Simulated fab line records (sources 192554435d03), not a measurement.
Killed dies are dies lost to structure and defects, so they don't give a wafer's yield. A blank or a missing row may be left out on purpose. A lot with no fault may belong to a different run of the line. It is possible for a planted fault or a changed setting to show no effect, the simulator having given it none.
fab line records | flow n5-finfet
record lots=7 wafers=39
route steps=1938 shown TV_OPEN@1887
start-h: hours from the record's first day to the start of the lot's first wafer shown | wait-h: hours from the lot's prior step to this one | " unchanged from the row above | L1.1+2: a single row standing in for several wafers | - no value present, or no start provided | * or withheld: withheld | < > ~ a bound
route shown NAME@n: a module of which the file shows steps, and the number in the route of the first | usual: mean/standard deviation of fault-free wafers | same: alike in all rows | chamber/n: place in a boat | sites: readings site by site | _std_site: the values' standard deviation | _edge_site: outer sites' mean less inner sites' | radius-mm: how far each site lies from the wafer's centre | mask NAME#n: copy n | behind: the tool/chamber that last shaped the wafer | hold: cause of the lot's hold/its duration in hours/its outcome | device: transistor that didn't switch, given as n, p or np | end of line: the same wafers' tests at the end of the route | for a step that has no rows: nothing shown but its recipe | killed: at the first sort, the dies lost to defects and structure; wafer yield is something else | map: per-die view of a wafer (x killed, . not killed, _ where there is no die)
set.NAME: the run value of the setting; set.NAME@STEP: its run value at that earlier step | model.NAME: the simulator's own value behind a step, which no gauge read
lots with deliberately changed settings; one table per step, one row per wafer
## steps
# step N5_PASSIVATION_PASS_ETCH_74
# recipe chemistry=CF4/O2 target=SiNx target-depth-a=2200 time-s=110 ion-energy-ev=100 pressure-mtorr=40 source-w=535 bias-w=49 Ar_flow_sccm=100 cf4-flow-sccm=100 O2_flow_sccm=10
# columns lot.wafer tool chamber start-h wait-h set.target-depth-a model.etch.depth-nm model.TV_OPEN.cd-offset-nm
L075.1 rie-diel-02 2 286.09 0.0 1694 168.4 2.2
L075.2 " 0 " " 1694 167.3 2.2
L075.3 " 3 " " 1694 174.9 2.2
L075.4 " 1 " " 2200 222.3 0.2
L075.5 " 3 " " 2200 228.2 -0.2
L075.6 " 2 " " 2200 218.3 0
L080.1 rie-diel-04 2 318.86 0.0 2200 215.8 -0.2
L080.2 " 1 " " 1254 123 3.8
L080.3 " 3 " " 1254 119.6 4.2
L080.4 " 3 " " 2200 211.4 -0.2
L080.5 " 2 " " 2200 217.1 -0.2
L080.6 " 1 " " 1254 122.5 3.6
L082.1 rie-diel-04 2 323.55 0.0 2200 219.6 0.2
L082.2 " 0 " " 2200 228.6 0
L082.3 " 3 " " 2200 213.6 0.2
L082.4 " 1 " " 2200 219.2 -0.2
L082.5 " 0 " " 2200 228.2 0
L082.6 " 3 " " 2200 214.2 0.2
L081.1 rie-diel-03 2 328.29 0.0 2200 217.4 -0.2
L081.2 " 3 " " 2200 216.4 -0.2
L081.3 " 1 " " 2200 222.3 0.2
L081.4 " 2 " " 2200 218.9 -0.6
L081.5 " 1 " " 2200 220.1 0.2
L081.6 " 3 " " 2200 216.5 -0.4
L087.4 rie-diel-04 1 344.38 0.0 2200 220 0
L087.5 " 2 " " 2200 218.2 0
L087.6 " 1 " " 2200 216.4 0.2
L091.1 rie-diel-04 3 386.63 0.0 2200 213.6 0.4
L091.2 " 1 " " 2200 216.1 0.4
L091.3 " 2 " " 2200 219.7 -0.2
L091.4 " 3 " " 2200 212.5 0.4
L091.5 " 1 " " 2200 217.4 0
L091.6 " 2 " " 2200 217.7 -0.2
L096.1 rie-diel-03 2 430.98 0.0 1091 106.6 5.4
L096.2 " 1 " " 1091 107.9 5
L096.3 " 0 " " 2200 212.7 0.6
L096.4 " 1 " " 2200 217.7 0.6
L096.5 " 2 " " 1091 107.2 5.2
L096.6 " 0 " " 2200 212.2 0.6
# step N5_PASSIVATION_VIA_ETCH_13
# recipe chemistry=CHF3/O2 target=SiO2 target-depth-a=6600 CHF3_flow_sccm=50 O2_flow_sccm=5 Ar_flow_sccm=200 time-s=330 mask-material=PR pressure-mtorr=30 source-w=650 bias-w=170 ion-energy-ev=200 ends=cleared
# columns lot.wafer tool chamber start-h wait-h set.target-depth-a@PASSIVATION_PASS_ETCH_74 model.TV_OPEN.cd-offset-nm
L075.1+2 rie-diel-02 2,0 286.18 0.0 1694 3.8
L075.3 " 3 " " 1694 3.6
L075.4 " 1 " " 2200 1.6
L075.5 " 3 " " 2200 1.2
L075.6 " 2 " " 2200 1.8
L080.1 rie-diel-04 2 318.95 0.0 2200 2.2
L080.2 " 1 " " 1254 5.6
L080.3 " 3 " " 1254 6.2
L080.4 " 3 " " 2200 1.8
L080.5 " 2 " " 2200 1.6
L080.6 " 1 " " 1254 5.4
L082.1 rie-diel-04 2 323.64 0.0 2200 2.2
L082.2 " 0 " " 2200 1.2
L082.3 " 3 " " 2200 2
L082.4 " 1 " " 2200 1.6
L082.5 " 0 " " 2200 1.4
L082.6 " 3 " " 2200 1.8
L081.1 rie-diel-03 2 328.38 0.0 2200 1.2
L081.2+4 " 3,2 " " 2200 1.4
L081.3+5 " 1 " " 2200 2.4
L081.6 " 3 " " 2200 1
L087.4 rie-diel-04 1 344.47 0.0 2200 2
L087.5+6 " 2,1 " " 2200 2.4
L091.1+4 rie-diel-04 3 386.73 0.0 2200 2.2
L091.2+3 " 1,2 " " 2200 2
L091.5 " 1 " " 2200 1.6
L091.6 " 2 " " 2200 1.8
L096.1+5 rie-diel-03 2 431.07 0.0 1091 7
L096.2 " 1 " " 1091 6.8
L096.3+6 " 0 " " 2200 2.8
L096.4 " 1 " " 2200 2.2
# step N5_PASSIVATION_STRIP_14
# recipe chemistry=O2 power-w=600 temp-c=60 pressure-mtorr=30 rf-frequency-hz=6e+07 bias-power-w=0 overash-fraction=0.5 o2-flow-sccm=225
# step N5_PASSIVATION_ETCH_15
# recipe chemistry=CF4/N2 target=SiCN target-depth-a=750 taper-deg=2 time-s=81.2 ion-energy-ev=150 mask-material=SiNx pressure-mtorr=40 source-w=430 bias-w=70 Ar_flow_sccm=100 cf4-flow-sccm=60 n2-flow-sccm=60
# columns lot.wafer tool chamber start-h wait-h set.target-depth-a@PASSIVATION_PASS_ETCH_74 model.TV_OPEN.cd-offset-nm
L075.1+2 rie-diel-02 2,0 - - 1694 3.8
L075.3 " 3 " " 1694 3.4
L075.4 " 1 " " 2200 1.4
L075.5 " 3 " " 2200 1.2
L075.6 " 2 " " 2200 1.8
L080.1 rie-diel-04 2 - - 2200 2.2
L080.2+6 " 1 " " 1254 5.4
L080.3 " 3 " " 1254 6.2
L080.4 " 3 " " 2200 1.8
L080.5 " 2 " " 2200 1.6
L082.1 rie-diel-04 2 - - 2200 2.2
L082.2+5 " 0 " " 2200 1.4
L082.3 " 3 " " 2200 2
L082.4 " 1 " " 2200 1.6
L082.6 " 3 " " 2200 1.8
L081.1 rie-diel-03 2 - - 2200 1.2
L081.2+4 " 3,2 " " 2200 1.4
L081.3+5 " 1 " " 2200 2.2
L081.6 " 3 " " 2200 1
L087.4 rie-diel-04 1 - - 2200 2
L087.5+6 " 2,1 " " 2200 2.4
L091.1+4 rie-diel-04 3 - - 2200 2.2
L091.2+3 " 1,2 " " 2200 2
L091.5 " 1 " " 2200 1.4
L091.6 " 2 " " 2200 1.8
L096.1+5 rie-diel-03 2 - - 1091 7
L096.2 " 1 " " 1091 6.8
L096.3+6 " 0 " " 2200 2.6
L096.4 " 1 " " 2200 2
## key
split step=N5_PASSIVATION_PASS_ETCH_74 setting=target-depth-a stated=2200 by=wafer
response step=N5_PASSIVATION_PASS_ETCH_74 reading=model.etch.depth-nm change=+2.16 per=1% r=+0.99
response step=N5_PASSIVATION_PASS_ETCH_74 reading=model.TV_OPEN.cd-offset-nm change=-0.093 per=1% r=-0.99
response step=N5_PASSIVATION_VIA_ETCH_13 reading=model.TV_OPEN.cd-offset-nm change=-0.0885 per=1% r=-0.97
response step=N5_PASSIVATION_ETCH_15 reading=model.TV_OPEN.cd-offset-nm change=-0.09 per=1% r=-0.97
